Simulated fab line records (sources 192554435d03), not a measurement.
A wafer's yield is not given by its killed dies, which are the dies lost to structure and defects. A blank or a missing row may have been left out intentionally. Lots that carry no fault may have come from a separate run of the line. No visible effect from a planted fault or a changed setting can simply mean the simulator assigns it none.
fab line records	flow n5_finfet
record lots=24	wafers=72	last_day=18
route steps=1938 shown FIN_CUT@165 STI_FIN_REVEAL@184 DUMMY_GATE@232 SPACER0@260 SD_EPI_N@271
lots untouched by any fault: they come from a run of this same line in which no faults occurred
start_h: hours from the record's first day to the start of the lot's first wafer shown	wait_h: hours from the lot's prior step to this one	" the same as in the row above	L1.1+2: several wafers, shown together as one row	- no value, or no start given	* or withheld: withheld	< > ~ a bound
route shown NAME@n: a module of which the file shows steps, and the number in the route of the first	usual: mean and standard deviation over wafers with no fault	same: alike in all rows	chamber/n: place in a boat	sites: per-site readings	_std_site: standard deviation across them	_edge_site: inner sites' mean taken away from outer sites' mean	radius_mm: how far each site lies from the wafer's centre	mask NAME#n: copy n	behind: the most recent tool/chamber to have shaped the wafer	hold: what put the lot on hold/how long, in hours/how the hold closed	device: which transistor (n, p or np) failed to switch	end of line: the route-end tests of the same wafers	a step with no rows: only its recipe	killed: the dies lost at the first sort to structure and to defects; this is not the yield of the wafer	map: per-die view of a wafer (x killed, . not killed, _ where there is no die)
set.NAME: the setting that was run; set.NAME@STEP: the one run at that earlier step	model.NAME: the simulator's own value behind a step, which no gauge read
one table for each step of the route and one row for each wafer, over a sample of lots
services: a tool's chamber out of use, with start hour (start_h, from the record's first day; less than 0 if before it), hours out, and reason
## steps
# step N5_FIN_CUT_INSPECT_10
# recipe mode=adi	inspect_instrument=brightfield
# usual raw_defect_count=44/13
lot.wafer	tool	chamber	start_h	wait_h	raw_defect_count
L074.4	defect_inspect-02	-	27.13	0.0	42
L074.5	"	-	"	"	35
L074.6	"	-	"	"	48
L075.1	defect_inspect-01	-	33.13	0.1	62
L075.2	"	-	"	"	47
L075.6	"	-	"	"	72
L076.3	defect_inspect-02	-	39.13	0.0	40
L076.4	"	-	"	"	67
L076.5	"	-	"	"	39
L077.2	defect_inspect-01	-	45.43	0.0	50
L077.3	"	-	"	"	38
L077.6	"	-	"	"	56
L078.1	defect_inspect-01	-	50.41	0.1	33
L078.3	"	-	"	"	46
L078.6	"	-	"	"	33
L079.3	defect_inspect-01	-	57.08	0.0	40
L079.4	"	-	"	"	54
L079.6	"	-	"	"	53
L080.1	defect_inspect-01	-	64.59	0.1	36
L080.4	"	-	"	"	44
L080.5	"	-	"	"	38
L081.1	defect_inspect-02	-	68.92	0.1	34
L081.3	"	-	"	"	20
L081.5	"	-	"	"	38
L082.1	defect_inspect-02	-	74.58	0.1	38
L082.2	"	-	"	"	32
L082.3	"	-	"	"	43
L083.2	defect_inspect-01	-	83.09	0.0	57
L083.3	"	-	"	"	41
L083.5	"	-	"	"	34
L084.1	defect_inspect-02	-	86.94	0.1	33
L084.3	"	-	"	"	50
L084.6	"	-	"	"	41
L085.3	defect_inspect-02	-	95.71	0.0	46
L085.4	"	-	"	"	46
L085.6	"	-	"	"	26
L086.1	defect_inspect-02	-	100.01	0.1	41
L086.4	"	-	"	"	30
L086.5	"	-	"	"	41
L087.2	defect_inspect-02	-	105.07	0.0	30
L087.5	"	-	"	"	31
L087.6	"	-	"	"	40
L088.3	defect_inspect-01	-	112.00	0.0	40
L088.4	"	-	"	"	40
L088.6	"	-	"	"	37
L089.3	defect_inspect-01	-	117.32	0.0	78
L089.4	"	-	"	"	56
L089.6	"	-	"	"	63
L090.2	defect_inspect-01	-	126.97	0.0	69
L090.4	"	-	"	"	53
L090.6	"	-	"	"	74
L091.1	defect_inspect-02	-	129.60	0.1	35
L091.3	"	-	"	"	70
L091.6	"	-	"	"	37
L092.2	defect_inspect-02	-	135.61	0.0	41
L092.4	"	-	"	"	37
L092.6	"	-	"	"	37
L093.1	defect_inspect-02	-	140.79	0.1	34
L093.2	"	-	"	"	35
L093.5	"	-	"	"	35
L094.1	defect_inspect-01	-	148.55	0.1	74
L094.2	"	-	"	"	56
L094.6	"	-	"	"	30
L095.1	defect_inspect-01	-	153.51	0.1	48
L095.3	"	-	"	"	58
L095.5	"	-	"	"	38
L096.1	defect_inspect-01	-	159.54	0.1	40
L096.2	"	-	"	"	55
L096.3	"	-	"	"	39
L097.2	defect_inspect-02	-	164.67	0.0	69
L097.4	"	-	"	"	41
L097.6	"	-	"	"	37
# step N5_FIN_CUT_CUT_ETCH_28
# recipe chemistry=HBr/Cl2/O2	target=Si	target_depth_a=60	mask_material=SOC	time_s=2.4	ion_energy_ev=*	bias_w=*	pressure_mtorr=10	icp_w=800	HBr_flow_sccm=150	Cl2_flow_sccm=80	O2_flow_sccm=12
# usual drypump_motor_current_A=5.6/0.36	he_backside_leak_sccm=2.7/0.34	oes_product_au=0.997/0.014	throttle_valve_pct=37.1/0.31
lot.wafer	tool	chamber	start_h	wait_h	drypump_motor_current_A	he_backside_leak_sccm	oes_product_au	rf_hours_counter_h	throttle_valve_pct
L074.4	rie_si-04	3	27.92	0.0	5.4	2.9	1.008	132	37.4
L074.5	"	1	"	"	5.8	2.7	1.034	-	37.1
L074.6	"	0	"	"	5.0	2.3	0.985	-	37.0
L075.1	rie_si-04	3	33.90	0.0	5.4	2.8	1.007	132	37.4
L075.2	"	1	"	"	5.7	2.6	1.031	56	37.1
L075.6	"	3	"	"	5.4	2.7	1.002	-	37.4
L076.3	rie_si-01	1	39.84	0.0	5.5	2.6	0.996	58	37.1
L076.4	"	1	"	"	5.5	3.0	1.005	-	37.1
L076.5	"	3	"	"	5.7	2.5	0.997	-	36.7
L077.2	rie_si-01	1	46.15	0.0	5.5	2.7	1.002	58	37.1
L077.3	"	2	"	"	5.8	3.0	0.993	48	37.0
L077.6	"	1	"	"	5.5	2.7	1.012	-	37.1
L078.1	rie_si-01	1	51.13	0.0	5.5	2.8	1.010	58	37.1
L078.3	"	3	"	"	5.7	2.7	0.995	112	36.7
L078.6	"	2	"	"	5.8	3.0	0.995	-	37.0
L079.3	rie_si-01	0	58.01	0.0	6.1	2.5	0.975	26	37.5
L079.4	"	3	"	"	5.7	2.6	0.989	112	36.7
L079.6	"	2	"	"	5.9	3.1	0.994	-	37.0
L080.1	rie_si-04	1	65.31	0.0	5.7	2.8	1.036	56	37.1
L080.4	"	3	"	"	5.4	2.8	1.010	133	37.4
L080.5	"	1	"	"	5.8	2.6	1.038	-	37.1
L081.1	rie_si-04	2	69.64	0.0	5.4	2.2	1.018	15	37.3
L081.3	"	0	"	"	5.0	2.3	0.980	17	37.0
L081.5	"	0	"	"	5.0	2.4	0.986	-	37.0
L082.1	rie_si-01	0	75.30	0.0	6.2	2.6	0.984	26	37.5
L082.2	"	3	"	"	5.7	2.7	1.000	112	36.7
L082.3	"	2	"	"	5.9	3.0	0.991	48	37.0
L083.2	rie_si-01	1	83.81	0.0	5.5	3.6	1.002	59	37.1
L083.3	"	2	"	"	5.9	2.9	0.991	48	37.0
L083.5	"	0	"	"	6.2	2.5	0.982	-	37.5
L084.1	rie_si-06	1	87.65	0.0	5.5	2.5	1.000	5	37.3
L084.3	"	3	"	"	6.3	2.8	0.988	111	36.8
L084.6	"	1	"	"	5.5	2.5	1.000	-	37.3
L085.3	rie_si-06	3	96.43	0.0	6.3	2.8	0.982	111	36.8
L085.4	"	2	"	"	5.3	2.7	1.000	87	37.0
L085.6	"	1	"	"	5.5	2.6	1.010	-	37.3
L086.1	rie_si-04	1	100.76	0.0	5.7	2.4	1.030	57	37.1
L086.4	"	2	"	"	5.4	2.3	1.024	15	37.3
L086.5	"	0	"	"	5.0	2.4	0.982	-	37.0
L087.2	rie_si-01	1	105.80	0.0	5.5	2.8	1.003	59	37.1
L087.5	"	0	"	"	6.2	2.6	0.979	-	37.5
L087.6	"	3	"	"	5.7	2.9	1.002	-	36.7
L088.3	rie_si-06	1	112.73	0.0	5.5	2.5	1.005	6	37.3
L088.4	"	3	"	"	6.3	2.9	0.987	112	36.8
L088.6	"	2	"	"	5.3	2.8	0.990	-	37.0
L089.3	rie_si-06	2	118.03	0.0	5.3	2.8	0.993	88	37.0
L089.4	"	1	"	"	5.5	2.5	1.006	6	37.3
L089.6	"	3	"	"	6.3	2.7	0.982	-	36.8
L090.2	rie_si-06	1	127.68	0.0	5.5	2.6	1.006	6	37.3
L090.4	"	3	"	"	6.3	2.8	0.984	112	36.8
L090.6	"	1	"	"	5.5	2.6	0.995	-	37.3
L091.1	rie_si-06	2	130.73	0.0	5.3	2.7	0.986	88	37.0
L091.3	"	0	"	"	5.2	3.0	0.996	89	37.8
L091.6	"	1	"	"	5.5	2.5	1.008	-	37.3
L092.2	rie_si-06	1	136.39	0.0	5.5	2.5	1.008	6	37.3
L092.4	"	3	"	"	6.3	2.9	0.991	112	36.8
L092.6	"	2	"	"	5.3	2.7	0.992	-	37.0
L093.1	rie_si-06	2	141.51	0.0	5.3	2.7	0.987	88	37.0
L093.2	"	0	"	"	5.2	3.2	0.986	89	37.8
L093.5	"	2	"	"	5.3	2.8	0.990	-	37.0
L094.1	rie_si-01	0	149.38	0.0	6.2	2.4	0.985	27	37.5
L094.2	"	3	"	"	5.7	2.6	0.994	113	36.7
L094.6	"	2	"	"	5.8	2.8	0.982	-	37.0
L095.1	rie_si-01	3	154.28	0.0	5.7	2.7	0.990	114	36.7
L095.3	"	0	"	"	6.2	2.4	0.975	27	37.5
L095.5	"	3	"	"	5.7	2.7	0.987	-	36.7
L096.1	rie_si-01	0	160.26	0.0	6.2	2.5	0.975	27	37.5
L096.2	"	2	"	"	5.9	2.9	0.992	50	37.0
L096.3	"	1	"	"	5.4	2.6	1.000	60	37.1
L097.2	rie_si-06	0	165.38	0.0	5.2	3.0	0.993	90	37.8
L097.4	"	2	"	"	5.3	2.8	0.997	89	37.0
L097.6	"	3	"	"	6.3	2.9	0.988	-	36.8
# step N5_STI_FIN_REVEAL_ALD_14
# recipe material=Si3N4	target_thk_a=30	temp_c=400	ald_precursor_family=SiH2I2	ald_co_reactant=N2/H2-plasma	pressure_torr=2
# usual heater_power_w=866/91
lot.wafer	tool	chamber	start_h	wait_h	heater_power_w
L074.4	ald_sin-02	3	28.23	0.0	957
L074.5	"	3	"	"	959
L074.6	"	0	"	"	853
L075.1	ald_sin-02	3	34.22	0.0	971
L075.2	"	2	"	"	812
L075.6	"	3	"	"	963
L076.3	ald_sin-03	2	40.21	0.0	960
L076.4	"	0	"	"	777
L076.5	"	0	"	"	738
L077.2	ald_sin-02	0	46.77	0.0	884
L077.3	"	2	"	"	816
L077.6	"	3	"	"	969
L078.1	ald_sin-01	0	51.45	0.0	915
L078.3	"	3	"	"	807
L078.6	"	1	"	"	768
L079.3	ald_sin-01	3	59.10	0.0	809
L079.4	"	2	"	"	973
L079.6	"	2	"	"	982
L080.1	ald_sin-01	1	65.77	0.0	786
L080.4	"	0	"	"	922
L080.5	"	1	"	"	766
L081.1	ald_sin-01	3	69.95	0.0	817
L081.3	"	2	"	"	1011
L081.5	"	2	"	"	1008
L082.1	ald_sin-02	2	75.80	0.0	843
L082.2	"	1	"	"	724
L082.3	"	0	"	"	868
L083.2	ald_sin-02	3	84.12	0.0	956
L083.3	"	0	"	"	865
L083.5	"	1	"	"	725
L084.1	ald_sin-01	3	88.01	0.0	814
L084.3	"	0	"	"	929
L084.6	"	2	"	"	990
L085.3	ald_sin-01	2	96.86	0.0	1004
L085.4	"	3	"	"	834
L085.6	"	3	"	"	832
L086.1	ald_sin-01	2	101.96	0.0	1001
L086.4	"	2	"	"	985
L086.5	"	0	"	"	900
L087.2	ald_sin-02	3	107.31	0.0	933
L087.5	"	3	"	"	951
L087.6	"	0	"	"	821
L088.3	ald_sin-03	0	113.52	0.0	749
L088.4	"	2	"	"	937
L088.6	"	0	"	"	739
L089.3	ald_sin-03	3	118.95	0.0	861
L089.4	"	0	"	"	763
L089.6	"	2	"	"	946
L090.2	ald_sin-03	2	128.00	0.0	953
L090.4	"	3	"	"	860
L090.6	"	0	"	"	750
L091.1	ald_sin-01	2	131.04	0.0	994
L091.3	"	3	"	"	830
L091.6	"	3	"	"	838
L092.2	ald_sin-02	3	137.08	0.0	916
L092.4	"	2	"	"	857
L092.6	"	3	"	"	949
L093.1	ald_sin-02	2	141.82	0.0	865
L093.2	"	3	"	"	921
L093.5	"	0	"	"	831
L094.1	ald_sin-03	0	149.84	0.0	747
L094.2	"	1	"	"	978
L094.6	"	1	"	"	1006
L095.1	ald_sin-02	3	155.07	0.0	930
L095.3	"	0	"	"	826
L095.5	"	1	"	"	728
L096.1	ald_sin-03	0	160.58	0.0	760
L096.2	"	1	"	"	995
L096.3	"	2	"	"	949
L097.2	ald_sin-01	1	166.00	0.0	771
L097.4	"	2	"	"	1016
L097.6	"	1	"	"	774
# step N5_DUMMY_GATE_OVL_MEAS_16
# recipe points_per_wafer=522
# usual GATE_OVL=0.6/0.73
lot.wafer	tool	chamber	start_h	wait_h	GATE_OVL[nm]
L074.4	overlay-02	0	46.61	0.0	0.8
L074.5	"	0	"	"	0.7
L074.6	"	0	"	"	1.2
L075.1	overlay-01	0	51.55	0.0	0.8
L075.2	"	0	"	"	-0.1
L075.6	"	0	"	"	0.9
L076.3	overlay-02	0	58.13	0.0	1.4
L076.4	"	0	"	"	0.3
L076.5	"	0	"	"	1.1
L077.2	overlay-01	0	64.08	0.0	2.2
L077.3	"	0	"	"	0.7
L077.6	"	0	"	"	1.9
L078.1	overlay-02	0	70.30	0.0	-0.2
L078.3	"	0	"	"	-0.2
L078.6	"	0	"	"	-0.6
L079.3	overlay-01	0	77.12	0.0	-0.7
L079.4	"	0	"	"	-0.4
L079.6	"	0	"	"	-0.5
L080.1	overlay-01	0	84.22	0.0	0.7
L080.4	"	0	"	"	1.0
L080.5	"	0	"	"	0.7
L081.1	overlay-01	0	87.30	0.0	1.1
L081.3	"	0	"	"	1.5
L081.5	"	0	"	"	1.3
L082.1	overlay-02	0	93.20	0.0	0.5
L082.2	"	0	"	"	0.5
L082.3	"	0	"	"	0.0
L083.2	overlay-02	0	101.52	0.0	1.3
L083.3	"	0	"	"	1.6
L083.5	"	0	"	"	1.2
L084.1	overlay-01	0	105.39	0.0	0.2
L084.3	"	0	"	"	0.3
L084.6	"	0	"	"	-0.8
L085.3	overlay-02	0	115.29	0.0	1.6
L085.4	"	0	"	"	1.6
L085.6	"	0	"	"	0.6
L086.1	overlay-02	0	119.10	0.0	1.4
L086.4	"	0	"	"	-0.3
L086.5	"	0	"	"	1.1
L087.2	overlay-01	0	126.66	0.0	1.9
L087.5	"	0	"	"	1.4
L087.6	"	0	"	"	1.9
L088.3	overlay-02	0	131.87	0.0	-0.4
L088.4	"	0	"	"	-0.1
L088.6	"	0	"	"	0.0
L089.3	overlay-02	0	136.11	0.0	1.4
L089.4	"	0	"	"	0.2
L089.6	"	0	"	"	1.4
L090.2	overlay-02	0	145.22	0.0	1.2
L090.4	"	0	"	"	0.6
L090.6	"	0	"	"	0.7
L091.1	overlay-02	0	149.35	0.0	0.8
L091.3	"	0	"	"	1.2
L091.6	"	0	"	"	0.1
L092.2	overlay-01	0	154.43	0.0	0.7
L092.4	"	0	"	"	-0.7
L092.6	"	0	"	"	0.3
L093.1	overlay-02	0	159.04	0.0	0.1
L093.2	"	0	"	"	1.2
L093.5	"	0	"	"	1.1
L094.1	overlay-01	0	167.09	0.0	1.4
L094.2	"	0	"	"	0.1
L094.6	"	0	"	"	-0.4
L095.1	overlay-01	0	172.19	0.0	0.7
L095.3	"	0	"	"	1.0
L095.5	"	0	"	"	0.2
L096.1	overlay-01	0	177.87	0.0	-0.4
L096.2	"	0	"	"	-0.7
L096.3	"	0	"	"	-0.6
L097.2	overlay-02	0	183.48	0.0	0.6
L097.4	"	0	"	"	-0.4
L097.6	"	0	"	"	0.7
# step N5_SPACER0_ALD_08
# recipe material=SiNx	target_thk_a=20	temp_c=400	ald_precursor_family=SiH2I2	ald_co_reactant=N2/H2-plasma	pressure_torr=2
# usual heater_power_w=863/97
lot.wafer	tool	chamber	start_h	wait_h	heater_power_w
L074.4	ald_sin-02	1	48.54	0.1	717
L074.5	"	2	"	"	840
L074.6	"	1	"	"	731
L075.1	ald_sin-02	2	53.31	0.1	829
L075.2	"	3	"	"	959
L075.6	"	3	"	"	960
L076.3	ald_sin-02	2	60.36	0.1	829
L076.4	"	1	"	"	722
L076.5	"	3	"	"	970
L077.2	ald_sin-02	0	65.77	0.1	875
L077.3	"	1	"	"	709
L077.6	"	0	"	"	865
L078.1	ald_sin-01	0	72.15	0.1	922
L078.3	"	2	"	"	1002
L078.6	"	1	"	"	774
L079.3	ald_sin-04	1	79.07	0.1	1031
L079.4	"	2	"	"	912
L079.6	"	0	"	"	758
L080.1	ald_sin-04	1	86.39	0.1	1000
L080.4	"	3	"	"	1059
L080.5	"	1	"	"	1001
L081.1	ald_sin-04	0	89.33	0.1	755
L081.3	"	1	"	"	1000
L081.5	"	2	"	"	895
L082.1	ald_sin-01	0	96.69	0.1	900
L082.2	"	2	"	"	989
L082.3	"	1	"	"	733
L083.2	ald_sin-01	0	103.31	0.1	932
L083.3	"	1	"	"	784
L083.5	"	1	"	"	782
L084.1	ald_sin-04	3	107.22	0.1	1023
L084.3	"	2	"	"	918
L084.6	"	3	"	"	1036
L085.3	ald_sin-02	2	116.97	0.1	866
L085.4	"	0	"	"	807
L085.6	"	0	"	"	822
L086.1	ald_sin-02	0	120.80	0.1	824
L086.4	"	3	"	"	926
L086.5	"	2	"	"	840
L087.2	ald_sin-01	2	128.80	0.1	997
L087.5	"	3	"	"	817
L087.6	"	2	"	"	1022
L088.3	ald_sin-01	1	133.55	0.1	786
L088.4	"	2	"	"	1020
L088.6	"	1	"	"	801
L089.3	ald_sin-02	2	137.80	0.1	871
L089.4	"	0	"	"	823
L089.6	"	3	"	"	916
L090.2	ald_sin-02	3	147.27	0.1	925
L090.4	"	0	"	"	811
L090.6	"	0	"	"	820
L091.1	ald_sin-02	3	151.17	0.1	925
L091.3	"	0	"	"	802
L091.6	"	2	"	"	848
L092.2	ald_sin-02	0	158.76	0.1	834
L092.4	"	0	"	"	818
L092.6	"	2	"	"	845
L093.1	ald_sin-02	0	160.74	0.1	829
L093.2	"	1	"	"	747
L093.5	"	1	"	"	731
L094.1	ald_sin-01	0	169.06	0.1	905
L094.2	"	3	"	"	851
L094.6	"	1	"	"	766
L095.1	ald_sin-02	3	174.67	0.1	908
L095.3	"	1	"	"	732
L095.5	"	1	"	"	727
L096.1	ald_sin-02	1	181.94	0.1	720
L096.2	"	0	"	"	813
L096.3	"	3	"	"	943
L097.2	ald_sin-02	1	185.63	0.1	744
L097.4	"	3	"	"	932
L097.6	"	0	"	"	803
# step N5_SD_EPI_N_OVL_MEAS_10
# recipe points_per_wafer=44
# usual SD_N_BLK_OVL=0.6/0.71
lot.wafer	tool	chamber	start_h	wait_h	SD_N_BLK_OVL[nm]
L074.4	overlay-01	0	49.13	0.0	0.2
L074.5	"	0	"	"	0.7
L074.6	"	0	"	"	0.3
L075.1	overlay-02	0	53.90	0.0	2.3
L075.2	"	0	"	"	1.6
L075.6	"	0	"	"	1.2
L076.3	overlay-01	0	60.82	0.0	-0.6
L076.4	"	0	"	"	-0.2
L076.5	"	0	"	"	-0.4
L077.2	overlay-01	0	66.23	0.0	-0.1
L077.3	"	0	"	"	-0.3
L077.6	"	0	"	"	-0.5
L078.1	overlay-02	0	72.73	0.0	0.8
L078.3	"	0	"	"	0.8
L078.6	"	0	"	"	0.8
L079.3	overlay-01	0	79.66	0.0	0.0
L079.4	"	0	"	"	1.5
L079.6	"	0	"	"	0.9
L080.1	overlay-01	0	86.85	0.0	1.3
L080.4	"	0	"	"	0.9
L080.5	"	0	"	"	1.0
L081.1	overlay-01	0	89.79	0.0	0.8
L081.3	"	0	"	"	0.8
L081.5	"	0	"	"	0.5
L082.1	overlay-02	0	97.30	0.0	1.8
L082.2	"	0	"	"	0.6
L082.3	"	0	"	"	0.0
L083.2	overlay-01	0	103.89	0.0	1.1
L083.3	"	0	"	"	0.4
L083.5	"	0	"	"	-0.2
L084.1	overlay-02	0	107.68	0.0	-0.3
L084.3	"	0	"	"	0.2
L084.6	"	0	"	"	0.0
L085.3	overlay-01	0	117.44	0.0	0.0
L085.4	"	0	"	"	0.7
L085.6	"	0	"	"	1.1
L086.1	overlay-02	0	121.26	0.0	1.2
L086.4	"	0	"	"	0.4
L086.5	"	0	"	"	1.6
L087.2	overlay-01	0	129.26	0.0	1.0
L087.5	"	0	"	"	2.3
L087.6	"	0	"	"	1.3
L088.3	overlay-01	0	134.14	0.0	-0.7
L088.4	"	0	"	"	0.6
L088.6	"	0	"	"	-0.1
L089.3	overlay-01	0	138.27	0.0	-0.1
L089.4	"	0	"	"	0.6
L089.6	"	0	"	"	0.5
L090.2	overlay-02	0	147.86	0.0	0.3
L090.4	"	0	"	"	0.8
L090.6	"	0	"	"	0.1
L091.1	overlay-01	0	151.76	0.0	0.9
L091.3	"	0	"	"	-0.4
L091.6	"	0	"	"	-0.3
L092.2	overlay-02	0	159.22	0.0	0.9
L092.4	"	0	"	"	0.8
L092.6	"	0	"	"	0.2
L093.1	overlay-01	0	161.32	0.0	0.8
L093.2	"	0	"	"	1.0
L093.5	"	0	"	"	0.9
L094.1	overlay-02	0	169.52	0.0	-0.2
L094.2	"	0	"	"	0.8
L094.6	"	0	"	"	0.9
L095.1	overlay-02	0	175.13	0.0	0.3
L095.3	"	0	"	"	1.2
L095.5	"	0	"	"	-0.2
L096.1	overlay-02	0	182.41	0.0	1.5
L096.2	"	0	"	"	-0.4
L096.3	"	0	"	"	0.6
L097.2	overlay-01	0	186.09	0.0	1.7
L097.4	"	0	"	"	1.8
L097.6	"	0	"	"	0.4
## services
tool	chamber	start_h	hours	kind
ald_sin-04	0	8.14	3.0	repair
ald_sin-02	3	10.12	14.1	repair
rie_si-01	0	37.25	6.4	repair
rie_si-06	-	42.33	0.5	repair
ald_sin-03	1	44.20	2.4	repair
rie_si-04	2	50.96	6.5	repair
ald_sin-04	2	55.52	1.4	repair
rie_si-04	3	71.43	2.1	repair
ald_sin-02	-	87.15	14.0	pm
ald_sin-02	0	87.15	14.0	vent_cycle
ald_sin-02	1	87.15	14.0	vent_cycle
ald_sin-02	2	87.15	14.0	vent_cycle
ald_sin-02	3	87.15	14.0	vent_cycle
ald_sin-02	-	101.15	6.1	pm
ald_sin-02	0	101.15	-	clean
rie_si-01	0	120.85	14.7	repair
ald_sin-03	-	130.20	1.2	repair
ald_sin-01	0	144.35	15.5	repair
rie_si-04	0	157.49	14.8	repair
ald_sin-02	3	158.10	10.5	repair
rie_si-06	-	164.10	0.5	repair
ald_sin-03	1	166.43	8.9	repair
ald_sin-02	2	171.21	14.8	repair
ald_sin-04	-	176.75	14.0	pm
## key
fault none
